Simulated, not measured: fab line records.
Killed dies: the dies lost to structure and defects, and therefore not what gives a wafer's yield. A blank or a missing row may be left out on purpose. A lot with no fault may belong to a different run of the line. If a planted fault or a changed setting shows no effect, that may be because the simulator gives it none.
fab line records	flow nand_harc	part 2 of 2: steps 5 to 6 of 6
[record] lots = 19	wafers = 57	last_day = 33
route steps=1302 shown A_CHANNEL_HOLE_D2@593 A_CHANNEL_FILL_D2@629 A_STAIRCASE@651
lots that met no fault: taken from a fault-free run of the same line
start_h: hours from the record's first day to the start of the lot's first wafer shown	wait_h: time in hours since the lot's previous step	" as in the row above	L1.1+2: one row covering several wafers at once	- no value, or no start was given	* or withheld: withheld	< > ~ a bound
route shown NAME@n: names a module that has steps shown in the file, with the first one's number in the route	usual: average and standard deviation across the fault-free wafers	same: alike in all rows	chamber/n: place in a boat	sites: readings site by site	_std_site: their standard deviation	_edge_site: outer sites' mean less inner sites'	radius_mm: for every site, how far away it sits from the centre of the wafer	mask NAME#n: copy n	behind: the tool/chamber that last shaped the wafer	hold: what put the lot on hold/how long, in hours/how the hold closed	device: transistor that didn't switch, given as n, p or np	end of line: the same wafers' tests at the end of the route	a step with no rows: only its recipe	killed: count of dies lost to structure and defects at first sort (not the wafer's yield)	map: a wafer's dies, x killed, . not, _ none there
set.NAME: setting as actually run; set.NAME@STEP: the setting as run at that earlier step	model.NAME: the simulator's own value behind a step, which no gauge read
one table for each step of the route and one row for each wafer, over a sample of lots
services: from which hour (start_h, from the record's first day; less than 0 if before it) a tool's chamber was out of use, for how many hours, and why
[[steps]]
[step NHARC_A_STAIRCASE_TRIM_22]
[recipe] time_s = 211.2	o2_flow_sccm = 500	ar_flow_sccm = 0	bias_w = 0	chemistry = O2
[usual] drypump_motor_current_A = 5.8/0.58	mfc_ar_sccm = 0.010/0.014	oes_product_au = 0.998/0.0078	rf_vpp_V = 57.7/1	showerhead_plenum_p_Torr = 3.55/0.18	throttle_valve_pct = 17.036/0.0084
[same] bias_w = 0
lot.wafer	tool	chamber	start_h	wait_h	drypump_motor_current_A	mfc_ar_sccm	oes_product_au	rf_hours_counter_h	rf_vpp_V	showerhead_plenum_p_Torr	throttle_valve_pct
L074.1	rie_diel-01	0	-	-	4.8	0	1.010	53	56.4	3.27	17.049
L074.4	"	3	"	"	6.0	0	0.995	54	55.7	3.31	17.048
L074.6	"	0	"	"	4.8	0	1.004	-	56.9	3.27	17.031
L075.3	rie_diel-01	1	-	-	6.2	0	1.012	49	57.6	3.68	17.022
L075.4	"	3	"	"	6.0	0	1.001	55	57.1	3.31	17.037
L075.5	"	0	"	"	4.8	0	1.007	-	57.2	3.27	17.037
L076.3	rie_diel-09	1	-	-	5.5	0	1.008	16	58.6	3.56	17.041
L076.5	"	0	"	"	6.1	0	1.001	-	57.3	3.58	17.042
L076.6	"	1	"	"	5.5	0	1.008	-	57.5	3.56	17.035
L078.3	rie_diel-05	3	-	-	6.3	0.036	0.983	49	58.3	3.71	17.038
L078.4	"	0	"	"	5.8	0.031	0.989	53	55.7	3.32	17.024
L078.6	"	2	"	"	4.7	0.025	0.995	-	57.1	3.51	17.041
L077.4	rie_diel-01	2	-	-	6.4	0	1.007	5	57.1	3.80	17.052
L077.3	"	3	"	"	6.1	0	1.002	3	57.0	3.31	17.046
L077.2	"	0	"	"	4.8	0	1.007	3	57.7	3.81	17.036
L079.4	rie_diel-01	1	-	-	6.3	0	0.993	7	59.1	3.67	17.047
L079.3	"	2	"	"	6.4	0	1.002	7	59.5	3.80	17.042
L079.5	"	1	"	"	6.3	0	1.005	-	58.1	3.67	17.037
L080.1	rie_diel-01	1	-	-	6.2	0	0.989	8	59.9	3.67	17.067
L080.6	"	2	"	"	6.4	0	0.999	-	58.7	3.80	17.037
L080.5	"	3	"	"	6.0	0	0.988	-	55.7	3.30	17.031
L081.2	rie_diel-05	3	-	-	6.4	0.036	1.004	2	58.6	3.70	17.038
L081.4	"	1	"	"	5.3	0.010	0.997	3	58.1	3.64	17.042
L081.5	"	0	"	"	5.9	0.031	0.984	-	56.8	3.32	17.040
L083.1	rie_diel-01	3	-	-	6.1	0	0.991	19	57.4	3.30	17.043
L083.5	"	3	"	"	6.0	0	0.979	-	58.4	3.30	17.034
L083.4	"	0	"	"	4.9	0	1.000	-	56.9	3.80	17.047
L082.4	rie_diel-09	0	-	-	6.1	0	0.997	40	57.9	3.56	17.040
L082.3	"	2	"	"	5.8	0	0.997	27	56.2	3.35	17.040
L082.6	"	1	"	"	5.5	0	1.000	-	56.0	3.54	17.031
L084.2	rie_diel-09	2	-	-	5.8	0	1.004	30	58.4	3.34	17.029
L084.3	"	0	"	"	6.1	0	0.987	44	56.8	3.56	17.052
L084.5	"	2	"	"	5.8	0	1.005	-	57.8	3.34	17.038
L087.4	rie_diel-05	3	-	-	6.3	0.036	0.982	21	57.4	3.69	17.046
L087.2	"	0	"	"	5.9	0.031	1.000	23	56.0	3.31	17.027
L087.1	"	2	"	"	4.6	0.025	0.998	22	57.6	3.50	17.056
L088.3	rie_diel-05	0	-	-	5.9	0.031	1.005	24	56.2	3.31	17.025
L088.2	"	3	"	"	6.3	0.036	0.996	23	58.7	3.69	17.038
L088.6	"	0	"	"	5.9	0.031	0.991	-	58.6	3.31	17.042
L090.3	rie_diel-09	3	-	-	5.5	0.010	1.013	3	57.6	3.51	17.035
L090.1	"	1	"	"	5.5	0	1.005	2	56.4	3.53	17.037
L090.5	"	0	"	"	6.1	0	0.996	-	58.0	3.55	17.035
L091.3	rie_diel-01	0	-	-	4.8	0	1.004	48	58.1	3.78	17.044
L091.1	"	2	"	"	6.4	0	1.001	61	58.7	3.77	17.029
L091.6	"	3	"	"	6.0	0	0.998	-	57.4	3.28	17.022
L093.4	rie_diel-01	0	-	-	4.9	0	1.003	49	60.2	3.78	17.043
L093.1	"	3	"	"	6.0	0	0.999	58	55.8	3.28	17.038
L093.5	"	1	"	"	6.2	0	0.994	-	58.8	3.65	17.025
L094.1	rie_diel-05	2	-	-	4.7	0.025	0.992	39	57.0	3.49	17.022
L094.4	"	3	"	"	6.3	0.036	0.991	38	57.9	3.68	17.024
L094.6	"	2	"	"	4.7	0.025	0.991	-	57.7	3.49	17.045
L095.1	rie_diel-05	2	-	-	4.7	0.025	0.988	50	56.3	3.48	17.040
L095.3	"	1	"	"	5.4	0.010	0.994	50	58.3	3.62	17.032
L095.5	"	3	"	"	6.3	0.036	0.999	-	57.8	3.68	17.035
L097.1	rie_diel-09	1	-	-	5.5	0	1.014	22	57.6	3.52	17.052
L097.4	"	3	"	"	5.5	0.010	1.001	25	58.4	3.49	17.041
L097.5	"	2	"	"	5.8	0	1.004	-	56.9	3.32	17.041
[step NHARC_A_STAIRCASE_ETCH_194]
[recipe] target_depth_a = 1000	time_s = 40.5	ion_energy_ev = 400	c4f8_flow_sccm = 20	o2_flow_sccm = 10	ar_flow_sccm = withheld	rf_w = 600	bias_w = 1000	chemistry = C4F8/O2
[usual] bias_w = 999.9/2.9	oes_product_au = 0.941/0.01	rf_vpp_V = 896/6.4
lot.wafer	tool	chamber	start_h	wait_h	bias_w	oes_product_au	rf_hours_counter_h	rf_vpp_V
L074.1	rie_diel-01	0	-	-	1004.0	0.955	54	887
L074.6	"	3	"	"	1004.4	0.933	-	887
L074.4	"	0	"	"	999.4	0.941	-	885
L075.3	rie_diel-05	1	-	-	997.3	0.917	40	901
L075.4	"	2	"	"	997.9	0.915	41	897
L075.5	"	0	"	"	1001.9	0.916	-	888
L076.3	rie_diel-01	0	-	-	1002.0	0.943	59	885
L076.6	"	2	"	"	1000.0	0.950	-	885
L076.5	"	3	"	"	999.4	0.945	-	889
L077.3	rie_diel-01	2	-	-	1000.2	0.942	6	904
L077.4	"	3	"	"	1001.5	0.930	4	887
L077.2	"	0	"	"	999.5	0.942	4	906
L078.3	rie_diel-09	1	-	-	997.9	0.934	-	897
L078.4	"	3	"	"	1002.4	0.925	-	896
L078.6	"	3	"	"	1000.3	0.930	-	895
L079.3	rie_diel-09	2	-	-	1003.2	0.945	12	887
L079.4	"	3	"	"	997.7	0.957	30	896
L079.5	"	3	"	"	999.1	0.948	-	895
L080.1	rie_diel-09	1	-	-	999.6	0.953	34	897
L080.6	"	3	"	"	1000.8	0.942	-	896
L080.5	"	0	"	"	997.8	0.940	-	897
L081.4	rie_diel-05	3	-	-	996.8	0.948	3	902
L081.2	"	1	"	"	997.6	0.932	4	900
L081.5	"	3	"	"	1003.8	0.955	-	902
L083.4	rie_diel-05	2	-	-	1002.6	0.939	6	895
L083.1	"	3	"	"	997.0	0.939	5	902
L083.5	"	2	"	"	1001.2	0.939	-	896
L082.3	rie_diel-09	2	-	-	996.8	0.952	28	889
L082.4	"	0	"	"	1000.3	0.937	41	897
L082.6	"	2	"	"	992.0	0.950	-	889
L084.3	rie_diel-09	1	-	-	994.8	0.951	53	898
L084.2	"	0	"	"	995.6	0.943	45	898
L084.5	"	0	"	"	998.1	0.932	-	898
L087.2	rie_diel-05	3	-	-	1000.8	0.939	23	903
L087.4	"	0	"	"	1000.2	0.940	25	888
L087.1	"	1	"	"	1000.2	0.937	25	901
L088.2	rie_diel-01	3	-	-	998.3	0.922	43	886
L088.3	"	1	"	"	1000.6	0.947	30	901
L088.6	"	3	"	"	997.1	0.927	-	887
L090.1	rie_diel-09	0	-	-	1002.3	0.935	4	898
L090.3	"	1	"	"	1003.4	0.938	2	895
L090.5	"	0	"	"	1008.2	0.933	-	898
L091.1	rie_diel-01	2	-	-	1002.2	0.932	62	905
L091.3	"	3	"	"	993.7	0.951	57	888
L091.6	"	0	"	"	1004.1	0.947	-	906
L093.1	rie_diel-05	0	-	-	999.5	0.944	38	887
L093.4	"	2	"	"	997.3	0.933	37	894
L093.5	"	0	"	"	1005.4	0.935	-	888
L094.4	rie_diel-05	3	-	-	999.7	0.937	39	903
L094.1	"	1	"	"	995.8	0.956	43	900
L094.6	"	3	"	"	1003.1	0.943	-	903
L095.3	rie_diel-09	0	-	-	996.1	0.940	28	896
L095.1	"	2	"	"	999.2	0.942	29	889
L095.5	"	1	"	"	1003.1	0.954	-	895
L097.1	rie_diel-01	1	-	-	1004.8	0.955	13	899
L097.4	"	2	"	"	996.7	0.945	13	904
L097.5	"	0	"	"	1001.7	0.952	-	905
[[services]]
tool	chamber	start_h	hours	kind
rie_diel-05	1	285.67	15.1	repair
rie_diel-01	2	287.60	22.0	repair
rie_diel-01	3	301.18	2.0	repair
rie_diel-10	-	304.11	0.2	repair
rie_diel-09	-	320.16	9.0	pm
rie_diel-05	3	324.57	5.5	repair
rie_diel-10	1	326.78	2.7	repair
rie_diel-10	3	350.36	4.9	repair
rie_diel-01	2	354.91	5.2	repair
har_etch-01	-	357.29	2.0	repair
rie_diel-09	2	358.23	47.1	repair
har_etch-02	-	377.75	17.0	pm
rie_diel-01	-	380.80	9.0	pm
rie_diel-09	-	386.94	0.4	repair
rie_diel-09	0	399.13	5.0	repair
rie_diel-10	1	405.96	14.8	repair
rie_diel-10	-	421.02	9.0	pm
rie_diel-09	3	448.75	12.9	repair
rie_diel-01	1	476.34	10.3	repair
rie_diel-09	-	497.19	9.0	pm
rie_diel-01	-	557.80	9.0	pm
rie_diel-09	3	560.62	8.5	repair
rie_diel-09	1	566.46	6.7	repair
rie_diel-05	-	587.88	9.0	pm
